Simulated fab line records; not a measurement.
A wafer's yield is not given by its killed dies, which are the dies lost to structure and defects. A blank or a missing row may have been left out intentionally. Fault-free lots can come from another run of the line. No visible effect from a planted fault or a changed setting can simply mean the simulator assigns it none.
What tool caused it?	flow nandHarc	6 lots (18 wafers sampled), 1 step of a 1159-step route

WHAT EACH GAUGE READ, for each wafer
NHARC_P_STI_OVL_MEAS_10.
lot	measured	on	overlayXNm (nm)
L289	day 3 01:37	overlay-02	10 10 10
L291	day 3 18:11	overlay-01	-5 -5 -5
L299	day 5 17:18	overlay-02	11 12 12
L301	day 6 09:10	overlay-01	-7 -7 -6
L305	day 7 05:02	overlay-01	6 6 6
L308	day 8 01:12	overlay-01	-1 -1 -1

TOOL THAT RAN EACH LOT (tool first, then ch and the chambers of the sampled wafers, then the start)
The record shows no process step preceding these readings.

THE ANSWER, worked out from the rows above alone
Rule: what is usual is taken from the lots themselves. The widest of any qualifying gaps counts: lots, ordered by their means at a reading, are off when they make up no more than a third of the lots, leave a main group of 4 or more, and stand apart from it by 3 or more times the standard deviation of that group's means. The tables above print the reading to a certain number of digits; a main group whose means all agree to those digits is not used. Also off: a lot with no number at a reading for which 4 or more lots have one. All remaining lots with rows at the step are treated as sound.
Nothing can be told from this: no lot is off at any reading shown.

WHAT THE SIMULATOR HAD INSERTED
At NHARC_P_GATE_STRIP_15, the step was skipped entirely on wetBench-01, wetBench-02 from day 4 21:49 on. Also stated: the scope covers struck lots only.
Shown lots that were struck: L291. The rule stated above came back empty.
